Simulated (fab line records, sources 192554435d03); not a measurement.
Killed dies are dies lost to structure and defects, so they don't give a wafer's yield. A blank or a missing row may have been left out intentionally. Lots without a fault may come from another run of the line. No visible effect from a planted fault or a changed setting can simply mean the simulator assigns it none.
Problem report, 8D (eight disciplines) form, completed by code + flow n5-finfet + the parts of the form that need people (team, actions taken, sign-off) are left out

== 1. THE ISSUE ==
susceptor-temp-C at N5_BEOL_M8_PECVD_70 reads a mean of 428.99 C on 2 wafers of 2 lots; wafers without a fault read 400.00 C with a standard deviation of 0.22. So: +99 or more standard deviations from the usual mean.
The step: deposits SiO2 from TEOS/O2, target thk 20 nm, time 22.7 s.
Earliest sighting: wafer L963.3 on pecvd-01 at day 13 13:35. The record has a number at this step for 33 wafers belonging to 11 lots. The rule behind "out" and "out of limits": a value lying over 4 standard deviations away from the usual mean. The rest of the wafers with a number are treated as sound.

== 2. WHAT IT IS AND WHAT IT IS NOT ==
| question                    | is                | is not                                                                    |
|-----------------------------|-------------------|---------------------------------------------------------------------------|
| which readings at this step | susceptor-temp-C  | heater-power-w, showerhead-plenum-p-Torr                                  |
| which lots                  | L963, L966        | L950, L951, L952, L953, L954, L957, L959, L964, L973                      |
| which wafers of those lots  | L963.3, L966.5    | L963.1, L963.4, L966.3, L966.4                                            |
| read on which tools         | pecvd-01          | pecvd-02, pecvd-04                                                        |
| when                        | from day 13 13:35 | up to then (26 sound wafers); but 5 sound wafers of L966, L973 came after |

== 3. THE SUSPECTS, EACH WITH WHAT RULES IT OUT ==
Counting: any tool at a process step up to the reading remains a suspect provided it ran every lot that is out. Sound lots after the first of them don't rule it out here, since some wafers of a struck lot are sound.
- pecvd-01 at N5_BEOL_M8_PECVD_70 (deposits SiO2 from TEOS/O2, target thk 20 nm, time 22.7 s): kept. Every lot that is out went through it, the first being L963 (day 13 13:35); the last sound lot it ran before that was L964 (day 13 10:32). On those wafers its own readings are out: susceptor-temp-C.
- Within pecvd-01 at N5_BEOL_M8_PECVD_70: the wafers that are out ran in chamber 0; their sound lot-mates ran in chambers 1, 2.
After counting, what remains is pecvd-01 at N5_BEOL_M8_PECVD_70.

== 4. THE CAUSE (what the simulator had put in) ==
pecvd-01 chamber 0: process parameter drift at N5_BEOL_M8_PECVD_70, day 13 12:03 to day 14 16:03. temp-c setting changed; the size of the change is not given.
After counting, this tool was the only one left.

== 5. THE CHAIN OF EFFECTS, in route order ==
Rows list readings where the struck wafers' mean (over those with a number) sits beyond 3 standard deviations from the usual. Readings are gone through only where the record gives a usual standard deviation; hours: the median, over the lots, of the time from a lot's start at the first step in this table giving one to that lot's start at this step; sigmas: the change measured in usual standard deviations.
| hours | step                | reading                  | usual    | on struck wafers | change | sigmas      |
|-------|---------------------|--------------------------|----------|------------------|--------|-------------|
| 0     | N5_BEOL_M8_PECVD_70 | susceptor-temp-C         | 400.00 C | 428.99           | +28.99 | +99 or more |
| 6     | N5_BEOL_M8_CMP_52   | barrier-field-endpoint-s | 28.6 s   | 23.9             | -4.7   | -6.7        |
Here are the process steps it includes:
- N5_BEOL_M8_PECVD_70: deposits SiO2 from TEOS/O2, target thk 20 nm, time 22.7 s.
- N5_BEOL_M8_CMP_52: polishes, stops on SiCOH lowk, t overpolish 6.9 s, target thk 80 nm.
At these later measuring or inspecting steps, every struck wafer for which the step has a row has a number for every such reading, and none has moved that far: N5_BEOL_M8_CD_MEAS_11.

== 6. WHAT WOULD HAVE CAUGHT IT SOONER ==
In this record the first reading out of limits was taken at day 13 13:35, 2 hours after the fault began at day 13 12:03.
